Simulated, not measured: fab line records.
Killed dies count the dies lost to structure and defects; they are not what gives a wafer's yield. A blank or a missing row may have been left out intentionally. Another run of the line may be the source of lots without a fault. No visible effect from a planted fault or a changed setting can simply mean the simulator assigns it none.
fab line records -- flow n5_finfet
[record] lots = 6, wafers = 18, last_day = 20
route steps=1938 shown MOL_CONTACT_COAG@554
lots with no fault: from the same line, run without faults
start_h: start of the lot's first displayed wafer, in hours after the record's first day -- wait_h: hours elapsed since this lot's preceding step -- " as in the row above -- L1.1+2: a single row standing in for several wafers -- - no value, or no start was given -- * or withheld: withheld -- < > ~ a bound
route shown NAME@n: names a module that has steps shown in the file, with the first one's number in the route -- usual: mean and standard deviation over wafers with no fault -- same: alike in all rows -- chamber/n: place in a boat -- sites: readings site by site -- _std_site: the values' standard deviation -- _edge_site: outer sites' mean less inner sites' -- radius_mm: how far each site lies from the wafer's centre -- mask NAME#n: copy n -- behind: the most recent tool/chamber to have shaped the wafer -- hold: why the lot went on hold/how many hours it stayed there/how the hold came to an end -- device: whichever transistor did not switch (one of n, p or np) -- end of line: the tests these same wafers got at the end of their route -- where a step has no rows: the recipe by itself -- killed: dies lost to structure and defects at the first sort, not the wafer's yield -- map: per-die view of a wafer (x killed, . not killed, _ where there is no die)
set.NAME: setting as actually run; set.NAME@STEP: the setting as run at that earlier step -- model.NAME: the simulator's own value behind a step, which no gauge read
a table for each step, a row for each wafer; lots at some steps of the route
services: the hour from which a tool's chamber was out of use, counted from the record's first day as start_h (under 0 if before that day), plus the number of hours and why
[[steps]]
[step N5_MOL_CONTACT_COAG_CMP_23]
[recipe] stop_on = SiO2, t_overpolish_s = 1.5, post_cmp_clean = cu_alkaline, down_force_psi = 2, platen_rpm = 50.289, pad_velocity_m_s = 1.0006, target_thk_nm = 0
[usual] motor_current_A = 8.3/0.81, overpolish_run_s = 1.499/0.0096, time_to_endpoint_s = 10.2/2.7
lot.wafer,tool,chamber,start_h,wait_h,motor_current_A,overpolish_run_s,time_to_endpoint_s
L378.1,cmp-04,0,108.60,0.1,8.2,1.480,9.5
L378.3,cmp-04,1,108.60,0.1,9.2,1.501,10.0
L378.6,cmp-04,3,108.60,0.1,8.9,1.506,12.5
L387.3,cmp-04,0,160.15,0.1,8.4,1.497,9.8
L387.5,cmp-04,3,160.15,0.1,8.4,1.505,11.7
L387.6,cmp-04,0,160.15,0.1,8.6,1.498,13.7
L388.1,cmp-02,3,166.97,0.1,8.1,1.482,5.5
L388.3,cmp-02,1,166.97,0.1,8.1,1.516,10.2
L388.5,cmp-02,3,166.97,0.1,7.8,1.490,5.3
L389.3,cmp-03,0,171.23,0.1,8.3,1.489,5.4
L389.5,cmp-03,3,171.23,0.1,8.2,1.505,6.6
L389.6,cmp-03,0,171.23,0.1,8.7,1.505,7.6
L390.3,cmp-03,3,178.16,0.1,8.1,1.511,11.6
L390.4,cmp-03,1,178.16,0.1,8.5,1.490,10.6
L390.5,cmp-03,3,178.16,0.1,8.5,1.497,10.4
L398.1,cmp-03,2,232.22,0.2,8.3,1.515,10.6
L398.6,cmp-03,3,232.22,0.2,8.5,1.502,13.1
L398.5,cmp-03,0,232.22,0.2,8.1,1.498,12.0
[step N5_MOL_CONTACT_COAG_WET_ETCH_26]
[recipe] target = Co, target_depth_nm = 13
[step N5_MOL_CONTACT_COAG_WET_ETCH_116]
[recipe] chemistry = SC1-inhibited, target_depth_nm = 4.6, dry = ipa_marangoni, rinse_time_s = 30, rinse_temp_c = 23
[step N5_MOL_CONTACT_COAG_ALD_27]
[recipe] material = SiOC, target_thk_a = 170, temp_c = 400, ald_precursor_family = carbosiloxane, ald_co_reactant = H2-plasma, pulse_time_s = 1.5, time_s = 2720, purge_time_s = 2, co_reactant_purge_time_s = 2, ald_cycles = 340, pressure_torr = 2
[step N5_MOL_CONTACT_COAG_CMP_28]
[recipe] stop_on = SiNx, t_overpolish_s = 0.85, post_cmp_clean = alkaline_brush, down_force_psi = 4.15, platen_rpm = 51.8, pad_velocity_m_s = 1.0307, target_thk_nm = 14.522
[usual] motor_current_A = 12.8/1.4, time_to_endpoint_s = 5.3/2.5
lot.wafer,tool,chamber,start_h,wait_h,motor_current_A,time_to_endpoint_s
L378.1,cmp-02,0,110.91,0.8,15.4,6.7
L378.3,cmp-02,2,110.91,0.8,10.3,6.4
L378.6,cmp-02,1,110.91,0.8,11.6,8.1
L387.3,cmp-03,0,162.59,0.9,13.5,4.5
L387.5,cmp-03,2,162.59,0.9,13.1,1.8
L387.6,cmp-03,3,162.59,0.9,12.2,5.3
L388.3,cmp-02,1,169.39,0.8,12.5,8.3
L388.1,cmp-02,2,169.39,0.8,10.4,6.4
L388.5,cmp-02,0,169.39,0.8,16.6,5.0
L389.3,cmp-03,0,174.09,0.8,12.8,3.0
L389.6,cmp-03,3,174.09,0.8,12.3,4.6
L389.5,cmp-03,0,174.09,0.8,13.2,2.2
L390.3,cmp-02,0,180.64,0.9,16.4,5.3
L390.4,cmp-02,2,180.64,0.9,10.2,7.8
L390.5,cmp-02,3,180.64,0.9,12.7,2.3
L398.1,cmp-04,0,234.61,0.9,12.9,3.9
L398.6,cmp-04,1,234.61,0.9,13.6,6.2
L398.5,cmp-04,2,234.61,0.9,11.4,4.6
[step N5_MOL_CONTACT_COAG_THK_MEAS_29]
[recipe] reads = SiNx_of_GATE_CUT_PECVD_57+SiNx_of_GATE_CUT_SAC_CAP_01
[usual] MD_CAP_THK = 17.90/0.13
lot.wafer,tool,chamber,start_h,wait_h,MD_CAP_THK[nm]
L378.1,film_metro-02,-,111.20,-,18.16
L378.3,film_metro-02,-,111.20,-,17.86
L378.6,film_metro-02,-,111.20,-,18.12
L387.3,film_metro-01,-,162.81,-,17.95
L387.5,film_metro-01,-,162.81,-,18.05
L387.6,film_metro-01,-,162.81,-,17.79
L388.1,film_metro-01,-,169.65,-,17.77
L388.3,film_metro-01,-,169.65,-,17.88
L388.5,film_metro-01,-,169.65,-,17.96
L389.3,film_metro-01,-,174.35,-,17.91
L389.5,film_metro-01,-,174.35,-,17.98
L389.6,film_metro-01,-,174.35,-,17.78
L390.3,film_metro-01,-,180.90,-,18.04
L390.4,film_metro-01,-,180.90,-,17.83
L390.5,film_metro-01,-,180.90,-,17.75
L398.1,film_metro-02,-,234.79,-,18.27
L398.5,film_metro-02,-,234.79,-,17.91
L398.6,film_metro-02,-,234.79,-,18.07
[step N5_MOL_CONTACT_COAG_ALD_123]
[recipe] material = SiNx, target_thk_a = 50, temp_c = 400, ald_precursor_family = SiH2I2, ald_co_reactant = N2/H2-plasma, pulse_time_s = 1, purge_time_s = 2, co_reactant_purge_time_s = 2, ald_cycles = 100, pressure_torr = 2
[usual] chamber_pressure_Torr = 2.000/0.0041, heater_power_outer_w = 551/76, heater_power_w = 896/110, precursor_pulse_height_rel = 1.003/0.019
[same] ald_cycles = 100
lot.wafer,tool,chamber,start_h,wait_h,chamber_pressure_Torr,heater_power_outer_w,heater_power_w,precursor_pulse_height_rel
L378.1,ald_sin-02,2,111.50,0.3,1.998,431,765,1.000
L378.3,ald_sin-02,0,111.50,0.3,1.996,438,728,0.992
L378.6,ald_sin-02,1,111.50,0.3,1.999,553,934,0.999
L387.3,ald_sin-03,1,162.84,0.0,2.004,536,811,1.002
L387.5,ald_sin-03,0,162.84,0.0,2.007,511,781,1.030
L387.6,ald_sin-03,3,162.84,0.0,1.998,536,919,1.015
L388.1,ald_sin-03,3,169.69,0.0,1.999,543,924,1.028
L388.3,ald_sin-03,2,169.69,0.0,2.000,578,951,1.013
L388.5,ald_sin-03,1,169.69,0.0,2.000,534,792,1.000
L389.3,ald_sin-04,3,174.38,0.0,2.005,674,1032,1.012
L389.5,ald_sin-04,3,174.38,0.0,2.007,689,1016,1.021
L389.6,ald_sin-04,2,174.38,0.0,1.998,475,799,0.993
L390.3,ald_sin-04,3,181.03,0.1,2.003,676,1016,1.006
L390.4,ald_sin-04,0,181.03,0.1,1.997,531,931,0.971
L390.5,ald_sin-04,3,181.03,0.1,1.996,675,1031,0.979
L398.1,ald_sin-02,3,235.34,0.5,2.006,567,869,0.985
L398.5,ald_sin-02,0,235.34,0.5,2.005,438,699,1.040
L398.6,ald_sin-02,3,235.34,0.5,1.995,573,875,1.006
[step N5_MOL_CONTACT_COAG_PECVD_31]
[recipe] material = SiO2, target_thk_a = 460, temp_c = 400, precursor = TEOS/O2, pressure_torr = 6.5, rf_w = withheld, teos_flow_sccm = withheld, gas = O2, flow_sccm = 2650, time_s = 8.9
[step N5_MOL_CONTACT_COAG_COAT_75]
[recipe] resist = SOC, temp_c = 250, time_s = 60, spin_rpm = 1500, resist_thk_nm = 60
[step N5_MOL_CONTACT_COAG_COAT_76]
[recipe] resist = SiARC, temp_c = 220, time_s = 60, spin_rpm = 1500, resist_thk_nm = 10
[step N5_MOL_CONTACT_COAG_COAT_77]
[recipe] resist = underlayer, temp_c = 205, time_s = 60, spin_rpm = 1500, resist_thk_nm = 10
[usual] spin_speed_rpm = 1499.8/0.94
lot.wafer,tool,chamber,start_h,wait_h,spin_speed_rpm,model.underlayer_of_MOL_CONTACT_COAG_COAT_77.thk_nm
L378.1,litho_track-03,0,112.07,-,1500.1,10
L378.3,litho_track-03,0,112.07,-,1499.8,10
L378.6,litho_track-03,0,112.07,-,1501.5,10
L387.3,litho_track-03,0,163.41,-,1499.5,10
L387.5,litho_track-03,0,163.41,-,1498.5,10
L387.6,litho_track-03,0,163.41,-,1498.9,10
L388.1,litho_track-01,0,170.27,-,1187.3,11.2
L388.3,litho_track-01,0,170.27,-,1185.9,11.2
L388.5,litho_track-01,0,170.27,-,1186.5,11.4
L389.3,litho_track-01,0,174.95,-,1187.3,11.2
L389.5,litho_track-01,0,174.95,-,1188.6,11.2
L389.6,litho_track-01,0,174.95,-,1187.7,11.2
L390.3,litho_track-03,0,181.61,-,1501.4,10
L390.4,litho_track-03,0,181.61,-,1499.5,10
L390.5,litho_track-03,0,181.61,-,1498.8,10
L398.1,litho_track-01,0,235.90,-,1500.8,10
L398.5,litho_track-01,0,235.90,-,1500.3,10
L398.6,litho_track-01,0,235.90,-,1499.6,10
[step N5_MOL_CONTACT_COAG_COAT_78]
[recipe] resist = CAR-EUV, spin_rpm = 1500, resist_thk_nm = 40
[step N5_MOL_CONTACT_COAG_EBR_80]
[recipe] solvent = PGMEA, ebr_width_mm = 1.5
[step N5_MOL_CONTACT_COAG_SOFTBAKE_79]
[recipe] temp_c = 110, time_s = 60, resist = CAR-EUV
[step N5_MOL_CONTACT_COAG_EXPOSE_81]
[recipe] mask_id = VG, na = 0.33, source_shape = annular, sigma_inner = 0.3, sigma_outer = 0.7, polarization = unpolarized, defocus_nm = 0, dose_mj = 59.5
[step N5_MOL_CONTACT_COAG_PEB_82]
[recipe] peb_temp_c = 100, peb_time_s = 60, resist = CAR-EUV
[step N5_MOL_CONTACT_COAG_DEVELOP_83]
[recipe] develop_time_s = 30, developer = TMAH, resist = CAR-EUV, rinse_liquid = surfactant_rinse, dry = air_spin, dev_temp_c = 23
[step N5_MOL_CONTACT_COAG_CD_MEAS_84]
[recipe] target_cd_nm = 25.1, landing_energy_ev = 500, detector = se_inlens, polarity = opening
[usual] cd_nm = 25.10/0.27
lot.wafer,tool,chamber,start_h,wait_h,cd_nm
L378.1,cd_sem-01,0,112.34,-,25.04
L378.3,cd_sem-01,0,112.34,-,25.06
L378.6,cd_sem-01,0,112.34,-,25.23
L387.3,cd_sem-02,0,163.81,-,25.13
L387.5,cd_sem-02,0,163.81,-,24.86
L387.6,cd_sem-02,0,163.81,-,24.85
L388.1,cd_sem-03,0,170.54,-,25.23
L388.3,cd_sem-03,0,170.54,-,24.86
L388.5,cd_sem-03,0,170.54,-,25.11
L389.3,cd_sem-01,0,175.85,-,24.80
L389.5,cd_sem-01,0,175.85,-,25.44
L389.6,cd_sem-01,0,175.85,-,25.33
L390.3,cd_sem-03,0,181.89,-,24.73
L390.4,cd_sem-03,0,181.89,-,24.69
L390.5,cd_sem-03,0,181.89,-,24.64
L398.1,cd_sem-03,0,236.18,-,25.24
L398.5,cd_sem-03,0,236.18,-,24.73
L398.6,cd_sem-03,0,236.18,-,24.74
[step N5_MOL_CONTACT_COAG_OVL_MEAS_85]
[recipe] points_per_wafer = 522
[usual] VG_OVL = 0.1/0.76
lot.wafer,tool,chamber,start_h,wait_h,VG_OVL[nm]
L378.1,overlay-01,0,112.37,0.0,-1.1
L378.3,overlay-01,0,112.37,0.0,-1.2
L378.6,overlay-01,0,112.37,0.0,-1.2
L387.3,overlay-01,0,163.85,0.0,-0.1
L387.5,overlay-01,0,163.85,0.0,-0.4
L387.6,overlay-01,0,163.85,0.0,-0.6
L388.1,overlay-02,0,170.57,0.0,-0.1
L388.3,overlay-02,0,170.57,0.0,-0.3
L388.5,overlay-02,0,170.57,0.0,-0.3
L389.3,overlay-01,0,175.89,0.0,0.3
L389.5,overlay-01,0,175.89,0.0,1.1
L389.6,overlay-01,0,175.89,0.0,1.2
L390.3,overlay-02,0,181.93,0.0,0.5
L390.4,overlay-02,0,181.93,0.0,0.2
L390.5,overlay-02,0,181.93,0.0,0.0
L398.1,overlay-02,0,236.21,0.0,0.5
L398.5,overlay-02,0,236.21,0.0,-0.4
L398.6,overlay-02,0,236.21,0.0,1.5
[step N5_MOL_CONTACT_COAG_INSPECT_57]
[recipe] mode = adi, inspect_instrument = brightfield
[usual] raw_defect_count = 213/53
lot.wafer,tool,chamber,start_h,wait_h,raw_defect_count
L378.1,defect_inspect-02,-,112.43,0.1,210
L378.3,defect_inspect-02,-,112.43,0.1,139
L378.6,defect_inspect-02,-,112.43,0.1,141
L387.3,defect_inspect-02,-,163.90,0.0,201
L387.5,defect_inspect-02,-,163.90,0.0,203
L387.6,defect_inspect-02,-,163.90,0.0,160
L388.1,defect_inspect-02,-,170.80,0.2,197
L388.3,defect_inspect-02,-,170.80,0.2,293
L388.5,defect_inspect-02,-,170.80,0.2,220
L389.3,defect_inspect-02,-,175.93,0.0,176
L389.5,defect_inspect-02,-,175.93,0.0,196
L389.6,defect_inspect-02,-,175.93,0.0,218
L390.3,defect_inspect-02,-,181.98,0.0,256
L390.4,defect_inspect-02,-,181.98,0.0,203
L390.5,defect_inspect-02,-,181.98,0.0,220
L398.1,defect_inspect-02,-,236.26,0.1,248
L398.5,defect_inspect-02,-,236.26,0.1,263
L398.6,defect_inspect-02,-,236.26,0.1,232
[step N5_MOL_CONTACT_COAG_DESCUM_88]
[recipe] chemistry = O2, time_s = 7, source_power_w = 50, bias_power_w = 20, pressure_mtorr = 20, rf_frequency_hz = 2.712e+07, temp_c = 40, resist = CAR-EUV, o2_flow_sccm = 225
[step N5_MOL_CONTACT_COAG_ETCH_89]
[recipe] chemistry = N2/H2, target = underlayer, target_depth_a = 130, mask_material = CAR-EUV, time_s = 10.4, ion_energy_ev = 200, pressure_mtorr = 30, source_w = 840, bias_w = 150, n2_flow_sccm = 200, h2_flow_sccm = 200, ends = cleared
[usual] drypump_motor_current_A = 5.6/0.42, etch_rf_on_time_s = 10.38/0.28, oes_product_au = 0.64/0.05, rf_vpp_V = 523.3/2.7, showerhead_plenum_p_Torr = 2.51/0.1, throttle_valve_pct = 17.83/0.22
lot.wafer,tool,chamber,start_h,wait_h,drypump_motor_current_A,etch_rf_on_time_s,oes_product_au,rf_hours_counter_h,rf_vpp_V,showerhead_plenum_p_Torr,throttle_valve_pct,model.CAR-EUV_of_MOL_CONTACT_COAG_COAT_78.thk_nm,model.etch.depth_nm
L378.1,rie_diel-04,0,112.50,0.0,5.7,10.36,0.68,111,523.8,2.57,17.60,24.6,10.03
L378.3,rie_diel-04,1,112.50,0.0,6.2,10.56,0.63,157,521.1,2.44,18.06,24.4,10.02
L378.6,rie_diel-04,2,112.50,0.0,5.6,10.02,0.81,-,526.2,2.59,17.85,24.4,10.04
L387.3,rie_diel-01,2,164.53,0.0,5.1,10.35,0.61,200,522.9,2.55,18.33,24.4,10.04
L387.5,rie_diel-01,1,164.53,0.0,5.8,10.55,0.68,-,527.1,2.70,17.76,24.6,10.04
L387.6,rie_diel-01,0,164.53,0.0,6.3,10.03,0.60,-,527.1,2.59,17.91,24.4,10.01
L388.1,rie_diel-01,0,170.88,0.0,6.3,11.44,0.59,231,526.2,2.59,17.93,23,11.29
L388.3,rie_diel-01,2,170.88,0.0,5.1,11.72,0.60,202,522.9,2.55,18.30,23,11.25
L388.5,rie_diel-01,2,170.88,0.0,5.1,11.69,0.61,-,523.0,2.55,18.33,23,11.3
L389.3,rie_diel-04,0,176.00,0.0,5.8,11.71,0.66,128,522.9,2.56,17.61,23.6,11.24
L389.5,rie_diel-04,2,176.00,0.0,5.6,11.08,0.78,-,526.8,2.58,17.89,23.2,11.24
L389.6,rie_diel-04,3,176.00,0.0,5.5,11.17,0.68,-,521.9,2.43,17.74,23.2,11.24
L390.3,rie_diel-05,3,182.10,0.0,5.5,10.54,0.58,234,520.5,2.37,17.57,24.8,10.03
L390.4,rie_diel-05,1,182.10,0.0,6.2,9.86,0.68,137,524.1,2.52,18.03,24.8,10
L390.5,rie_diel-05,3,182.10,0.0,5.5,10.64,0.58,-,519.2,2.37,17.58,24.6,10.05
L398.1,rie_diel-05,3,236.58,0.0,5.5,10.45,0.57,249,518.8,2.36,17.58,24.6,9.953
L398.5,rie_diel-05,0,236.58,0.0,5.1,10.33,0.63,-,520.0,2.42,17.88,24.6,9.976
L398.6,rie_diel-05,3,236.58,0.0,5.5,10.40,0.57,-,518.5,2.36,17.59,24.6,9.985
[step N5_MOL_CONTACT_COAG_ETCH_90]
[recipe] chemistry = CF4, target = SiARC, target_depth_a = 130, mask_material = CAR-EUV, time_s = 21.7, ion_energy_ev = 80, pressure_mtorr = 40, source_w = 545, bias_w = 36, Ar_flow_sccm = 100, cf4_flow_sccm = 100, ends = cleared
[usual] drypump_motor_current_A = 5.6/0.42, etch_rf_on_time_s = 21.7/0.63, oes_product_au = 0.64/0.05, rf_vpp_V = 183.7/1.2, showerhead_plenum_p_Torr = 2.13/0.076, throttle_valve_pct = 15.64/0.18
lot.wafer,tool,chamber,start_h,wait_h,drypump_motor_current_A,etch_rf_on_time_s,oes_product_au,rf_hours_counter_h,rf_vpp_V,showerhead_plenum_p_Torr,throttle_valve_pct
L378.1,rie_diel-04,0,112.52,0.0,5.8,21.9,0.67,111,184.5,2.13,15.12
L378.3,rie_diel-04,1,112.52,0.0,6.1,21.7,0.64,157,182.0,2.07,15.92
L378.6,rie_diel-04,2,112.52,0.0,5.6,20.7,0.83,-,184.8,2.21,15.76
L387.3,rie_diel-01,2,164.55,0.0,5.1,21.5,0.62,200,184.8,2.11,15.70
L387.5,rie_diel-01,1,164.55,0.0,5.8,22.4,0.68,-,185.3,2.25,15.39
L387.6,rie_diel-01,0,164.55,0.0,6.3,21.2,0.59,-,185.5,2.20,15.83
L388.1,rie_diel-01,0,170.90,0.0,6.2,21.1,0.59,231,184.3,2.20,15.83
L388.3,rie_diel-01,2,170.90,0.0,5.1,21.6,0.61,202,182.7,2.11,15.70
L388.5,rie_diel-01,2,170.90,0.0,5.1,21.4,0.61,-,183.8,2.11,15.69
L389.3,rie_diel-04,0,176.02,0.0,5.8,22.0,0.66,128,183.5,2.13,15.19
L389.5,rie_diel-04,2,176.02,0.0,5.6,20.5,0.78,-,184.0,2.20,15.79
L389.6,rie_diel-04,3,176.02,0.0,5.5,20.5,0.68,-,183.2,2.05,15.58
L390.3,rie_diel-05,3,182.12,0.0,5.5,21.9,0.58,234,181.1,2.05,15.64
L390.4,rie_diel-05,1,182.12,0.0,6.2,20.5,0.67,137,183.7,2.13,15.81
L390.5,rie_diel-05,3,182.12,0.0,5.4,22.0,0.58,-,182.3,2.05,15.65
L398.1,rie_diel-05,3,236.60,0.0,5.5,22.3,0.57,249,182.4,2.04,15.66
L398.5,rie_diel-05,0,236.60,0.0,5.1,21.9,0.62,-,183.2,2.03,15.44
L398.6,rie_diel-05,3,236.60,0.0,5.5,22.4,0.57,-,181.9,2.04,15.67
[step N5_MOL_CONTACT_COAG_ALD_131]
[recipe] material = SiO2, target_thk_a = 50, temp_c = 100, ald_precursor_family = BDEAS, ald_co_reactant = O2-plasma, pulse_time_s = 1, co_reactant_pulse_time_s = 1, purge_time_s = 2, co_reactant_purge_time_s = 2, ald_cycles = 35, pressure_torr = 2
[usual] chamber_pressure_Torr = 1.999/0.0047, heater_power_outer_w = 42/5.4, heater_power_w = 81/9, precursor_pulse_height_rel = 1.000/0.02
[same] ald_cycles = 35, co_reactant_pulse_time_s = 1
lot.wafer,tool,chamber,start_h,wait_h,chamber_pressure_Torr,heater_power_outer_w,heater_power_w,precursor_pulse_height_rel
L378.1,ald_sin-02,2,112.60,0.1,2.004,34,71,1.031
L378.3,ald_sin-02,3,112.60,0.1,1.997,44,82,1.008
L378.6,ald_sin-02,3,112.60,0.1,1.993,46,81,0.990
L387.3,ald_sin-02,2,164.63,0.1,2.000,34,71,0.984
L387.5,ald_sin-02,1,164.63,0.1,1.993,42,87,1.012
L387.6,ald_sin-02,2,164.63,0.1,1.998,34,75,0.966
L388.1,ald_sin-03,1,170.98,0.1,1.995,42,75,0.980
L388.3,ald_sin-03,2,170.98,0.1,1.995,44,90,0.951
L388.5,ald_sin-03,1,170.98,0.1,2.007,42,75,1.009
L389.3,ald_sin-02,1,176.10,0.1,2.000,42,87,1.022
L389.5,ald_sin-02,0,176.10,0.1,2.002,34,65,1.004
L389.6,ald_sin-02,3,176.10,0.1,2.003,44,81,1.027
L390.3,ald_sin-03,0,182.21,0.1,1.997,41,72,1.012
L390.4,ald_sin-03,2,182.21,0.1,1.990,45,84,0.989
L390.5,ald_sin-03,1,182.21,0.1,2.006,41,76,0.980
L398.1,ald_sin-02,0,236.68,0.1,2.002,33,67,0.981
L398.5,ald_sin-02,2,236.68,0.1,1.998,34,71,0.992
L398.6,ald_sin-02,1,236.68,0.1,1.999,42,85,0.997
[step N5_MOL_CONTACT_COAG_ETCHBACK_132]
[recipe] chemistry = CHF3, target = SiO2, target_depth_a = 100, time_s = 6.7, ion_energy_ev = 200, pressure_mtorr = 30, source_w = 610, bias_w = 170, Ar_flow_sccm = 200, CHF3_flow_sccm = 50
[usual] drypump_motor_current_A = 5.6/0.42, oes_ar_750_au = 0.76/0.056, oes_f_703_au = 0.76/0.056, oes_product_au = 0.76/0.064, rf_vpp_V = 527/15, showerhead_plenum_p_Torr = 2.38/0.087, throttle_valve_pct = 18.79/0.21
lot.wafer,tool,chamber,start_h,wait_h,drypump_motor_current_A,oes_ar_750_au,oes_f_703_au,oes_product_au,rf_hours_counter_h,rf_vpp_V,showerhead_plenum_p_Torr,throttle_valve_pct,model.CAR-EUV_of_MOL_CONTACT_COAG_COAT_78.thk_nm
L378.1,rie_diel-05,3,112.78,0.1,5.5,0.71,0.70,0.69,208,519,2.29,18.71,15.6
L378.3,rie_diel-05,0,112.78,0.1,5.1,0.76,0.75,0.77,164,524,2.28,18.54,15.2
L378.6,rie_diel-05,1,112.78,0.1,6.2,0.80,0.82,0.80,-,524,2.38,18.90,15.4
L387.3,rie_diel-01,2,164.82,0.1,5.1,0.73,0.74,0.71,201,517,2.38,18.96,15.2
L387.5,rie_diel-01,1,164.82,0.1,5.8,0.79,0.76,0.81,-,556,2.52,18.62,15.6
L387.6,rie_diel-01,0,164.82,0.1,6.2,0.70,0.71,0.70,-,517,2.46,18.98,15.4
L388.1,rie_diel-01,2,171.16,0.1,5.1,0.72,0.74,0.71,202,516,2.38,18.97,14
L388.3,rie_diel-01,1,171.16,0.1,5.9,0.78,0.76,0.80,106,557,2.52,18.61,13.8
L388.5,rie_diel-01,1,171.16,0.1,5.8,0.78,0.75,0.81,-,556,2.52,18.62,14
L389.3,rie_diel-05,0,176.28,0.1,5.1,0.74,0.74,0.74,187,525,2.27,18.57,14.4
L389.5,rie_diel-05,2,176.28,0.1,5.3,0.71,0.69,0.68,-,530,2.47,18.89,14.2
L389.6,rie_diel-05,3,176.28,0.1,5.4,0.69,0.69,0.67,-,517,2.28,18.76,14
L390.3,rie_diel-05,1,182.39,0.1,6.2,0.78,0.79,0.79,137,524,2.37,18.95,15.6
L390.4,rie_diel-05,2,182.39,0.1,5.3,0.71,0.70,0.69,221,528,2.47,18.89,15.6
L390.5,rie_diel-05,3,182.39,0.1,5.5,0.69,0.69,0.67,-,517,2.28,18.76,15.6
L398.1,rie_diel-04,1,236.89,0.1,6.1,0.73,0.73,0.72,194,514,2.28,19.04,15.6
L398.5,rie_diel-04,2,236.89,0.1,5.6,0.88,0.87,0.90,-,524,2.44,18.99,15.4
L398.6,rie_diel-04,3,236.89,0.1,5.5,0.78,0.81,0.77,-,506,2.28,18.74,15.4
[step N5_MOL_CONTACT_COAG_ETCH_91]
[recipe] chemistry = N2/H2, target = SOC, target_depth_a = 600, overetch_a = 210, mask_material = SiARC, temp_c = 40, time_s = 101.2, ion_energy_ev = 200, pressure_mtorr = 30, source_w = 840, bias_w = 150, n2_flow_sccm = 200, h2_flow_sccm = 200
[[services]]
tool,chamber,start_h,hours,kind
ald_sin-04,-,85.32,14.0,pm
ald_sin-04,0,85.32,14.0,vent_cycle
ald_sin-04,2,102.73,16.2,repair
cmp-03,-,103.92,6.0,pm
cmp-04,-,125.71,4.0,pm
cmp-04,-,129.71,-,consumable_replace:conditioner
cmp-04,-,129.71,-,consumable_replace:pad
ald_sin-02,0,137.06,5.4,repair
ald_sin-02,3,141.38,19.9,repair
cmp-02,-,144.13,7.5,pm
rie_diel-01,2,171.91,16.9,repair
cmp-02,-,173.39,1.6,repair
cmp-04,-,177.98,9.0,pm
rie_diel-04,2,196.85,3.7,repair
cmp-03,-,204.67,4.0,pm
cmp-03,-,208.67,-,consumable_replace:conditioner
cmp-03,-,208.67,-,consumable_replace:pad
cmp-03,-,216.66,0.9,repair
cmp-02,-,216.81,1.2,repair
rie_diel-01,0,223.62,-,clean
rie_diel-01,0,223.62,-,consumable_replace:focus_ring
rie_diel-01,0,223.62,32.8,scheduled_down
rie_diel-01,0,223.62,32.8,vent_cycle
cmp-02,-,231.63,10.3,pm
[[key]]
[first_sign] step = N5_MOL_CONTACT_COAG_COAT_77, reading = spin_speed_rpm, direction = down, sigmas = 99+, usual = *, struck = *
[effect] step = N5_MOL_CONTACT_COAG_ETCH_89, reading = etch_rf_on_time_s, direction = up, sigmas = 3.9, usual = *, struck = *
[model_effect] step = N5_MOL_CONTACT_COAG_COAT_77, value = underlayer_of_MOL_CONTACT_COAG_COAT_77.thk_nm, without = 10, struck = 11.23
[model_effect] step = N5_MOL_CONTACT_COAG_ETCH_89, value = CAR-EUV_of_MOL_CONTACT_COAG_COAT_78.thk_nm, without = 24.57, struck = 23.17
[model_effect] step = N5_MOL_CONTACT_COAG_ETCHBACK_132, value = CAR-EUV_of_MOL_CONTACT_COAG_COAT_78.thk_nm, without = 15.53, struck = 14.07
met_at N5_MOL_CONTACT_COAG_COAT_77
struck_wafers L388.1,L388.3,L388.5,L389.3,L389.5,L389.6
tester_left_out L388,L389
[fault] kind = process_parameter_drift, tool = litho_track-01, chamber = -, onset_h = 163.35, steps = N5_MOL_CONTACT_COAG_COAT_77, channel = spin_rpm, offset = *, shape = step, end_h = 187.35, acts_in = *, stated = *
// tester_left_out: of these lots the tester's yield and bins aren't shown, on N5 and GAA mostly nor the transistor test; their killed dies are dies lost to structure and defects alone, not to doping, threshold or leakage, so they don't give the yield
